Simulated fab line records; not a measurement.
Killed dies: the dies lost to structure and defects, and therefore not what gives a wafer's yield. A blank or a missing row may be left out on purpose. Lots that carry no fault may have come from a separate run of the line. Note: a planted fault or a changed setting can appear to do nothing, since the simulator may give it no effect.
8D (eight disciplines) problem report, filled in by code -- flow n5 finfet -- the parts of the form that need people (team, actions taken, sign-off) are left out

## 1. WHAT WENT WRONG
barrier field endpoint s at N5_BEOL_M12_CMP_49 reads a mean of 17.4 s on 2 wafers of 2 lots; wafers without a fault read 30.3 s with a standard deviation of 0.73. That is -18 standard deviations from the usual mean.
The step: polishes, stops on SiOC, t overpolish 20.6 s, target thk 320 nm.
First seen on wafer L543.3, day 17 13:22, on cmp-02. The record holds 18 wafers of 6 lots with a number at this step. Rule for "out" (also "out of limits"): further than 4 standard deviations from the usual mean. Any other wafer with a number is counted as sound.

## 2. WHAT IT IS, WHAT IT ISN'T
question,is,is not
which readings at this step,barrier field endpoint s,"motor current A, overpolish run s"
which lots,"L543, L545","L528, L530, L548, L549"
which wafers of those lots,"L543.3, L545.3","L543.2, L543.6, L545.4, L545.6"
read on which tools,cmp-02,"cmp-01, cmp-04"
when,from day 17 13:22,"up to then (8 sound wafers); but 8 sound wafers of L545, L548, L549 came after"

## 3. THE SUSPECTS, EACH WITH WHAT RULES IT OUT
Counting: a tool at a process step up to the reading stays a suspect if it ran every lot that is out. Sound lots after the first of them don't rule it out here, since some wafers of a struck lot are sound.
- plasma asher-02 at N5_BEOL_M12_STRIP_37 (strips in N2/H2): kept. It processed each lot that is out (first: L543, day 17 08:52); up to then, its last sound lot is L530 (day 13 07:49).
- rtp anneal-02 at N5_BEOL_M12_ANNEAL_48 (time 90 s): kept. It processed each lot that is out (first: L543, day 17 13:07); up to then, its last sound lot is L530 (day 13 16:10).
- cmp-02 at N5_BEOL_M12_CMP_49 (polishes, stops on SiOC, t overpolish 20.6 s, target thk 320 nm): kept. It processed each lot that is out (first: L543, day 17 13:22); up to then, its last sound lot is L530 (day 13 16:23). Out on those wafers are its own readings of barrier field endpoint s.
- cmp-02, N5_BEOL_M12_CMP_49: wafers that are out in chamber 2, sound lot-mates in chambers 0, 3.
Left after counting: plasma asher-02 at N5_BEOL_M12_STRIP_37, rtp anneal-02 at N5_BEOL_M12_ANNEAL_48, cmp-02 at N5_BEOL_M12_CMP_49.

## 4. THE CAUSE (what the simulator had put in)
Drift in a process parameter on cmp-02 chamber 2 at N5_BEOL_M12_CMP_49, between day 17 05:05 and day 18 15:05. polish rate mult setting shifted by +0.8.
3 suspects survive the count, and this tool is in that group.

## 5. THE CHAIN OF EFFECTS, in route order
Each row: a reading whose mean over the struck wafers that have a number lies more than 3 standard deviations from the usual. Only readings whose record carries a usual standard deviation are examined. hours: median over the lots of the time between each lot's start at the first step of this table that gives one and its start at this step. sigmas: the change, counted in usual standard deviations.
hours,step,reading,usual,on struck wafers,change,sigmas
0,N5_BEOL_M12_CMP_49,barrier field endpoint s,30.3 s,17.4,-12.9,-18
The process steps in it:
- N5_BEOL_M12_CMP_49: polishes, stops on SiOC, t overpolish 20.6 s, target thk 320 nm.

## 6. WHAT WOULD HAVE CAUGHT IT SOONER
In this record the first reading out of limits was taken at day 17 13:22, 8 hours after the fault began at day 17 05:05.
